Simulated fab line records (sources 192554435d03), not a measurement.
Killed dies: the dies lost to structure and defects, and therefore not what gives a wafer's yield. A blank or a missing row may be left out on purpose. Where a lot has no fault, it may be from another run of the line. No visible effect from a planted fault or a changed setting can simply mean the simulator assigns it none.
Matching of chambers ; flow n5-finfet ; N5_DUMMY_REMOVAL_HM_STRIP_01 on rie-diel-04: 4 sister chambers
The step strips SiNx in CH3F/O2, stops on poly-Si, target depth 4 nm, time 6.8 s. 16 wafers are shown with their chamber, then 8 later ones without.

WAFERS PAIRED WITH THEIR CHAMBERS
wafer;chamber;showerhead-plenum-p-Torr (Torr);throttle-valve-pct (%);drypump-motor-current-A (A)
L079.3;0;1.97;16.54;5.8
L079.5;1;1.84;16.05;5.6
L079.6;0;1.97;16.52;5.8
L080.3;3;1.91;16.25;5.2
L080.4;2;2.06;15.88;6.2
L080.6;2;2.06;15.86;6.2
L082.2;3;1.91;16.25;5.2
L082.3;2;2.05;15.87;6.2
L082.6;0;1.96;16.54;5.7
L083.2;0;1.96;16.53;5.8
L083.5;1;1.84;16.07;5.7
L083.6;0;1.96;16.53;5.8
L088.2;2;2.05;15.91;6.2
L088.5;2;2.05;15.92;6.2
L088.6;3;1.91;16.29;5.1
L093.1;1;1.84;16.10;5.7

SIGNATURES, as means of the wafers listed above
reading;chamber 0;chamber 1;chamber 2;chamber 3;scatter within a chamber
showerhead-plenum-p-Torr;1.9640;1.8400;2.0540;1.9100;0.00447
throttle-valve-pct;16.5320;16.0733;15.8880;16.2633;0.021
drypump-motor-current-A;5.780;5.667;6.200;5.167;0.0422
Rule: distance of a wafer from a chamber = root of the sum over the readings of ((wafer's reading minus chamber's mean) / reading's scatter) squared. If the next closest chamber is less than 2 further off than the closest, the wafer can't be placed; otherwise it belongs to the closest. The scatter is the square root of a quotient: the sum, over the shown wafers, of each reading's squared deviation from its chamber's mean, divided by wafers minus chambers.

WAFERS WITHOUT THEIR CHAMBER
wafer;showerhead-plenum-p-Torr (Torr);throttle-valve-pct (%);drypump-motor-current-A (A)
L093.2;1.90;16.29;5.1
L093.6;1.84;16.11;5.7
L094.1;1.90;16.28;5.2
L094.4;1.84;16.11;5.7
L094.5;1.90;16.30;5.2
L097.2;1.95;16.58;5.8
L097.3;1.90;16.29;5.1
L097.5;2.05;15.95;6.2

THE CHAMBER EACH PASSED THROUGH
wafer;from the rows above;in truth
L093.2;3;3
L093.6;1;1
L094.1;3;3
L094.4;1;1
L094.5;3;3
L097.2;0;0
L097.3;3;3
L097.5;2;2
Correctly placed: 8 of 8. Left unplaced by these rows: 0. Number placed wrongly: 0.
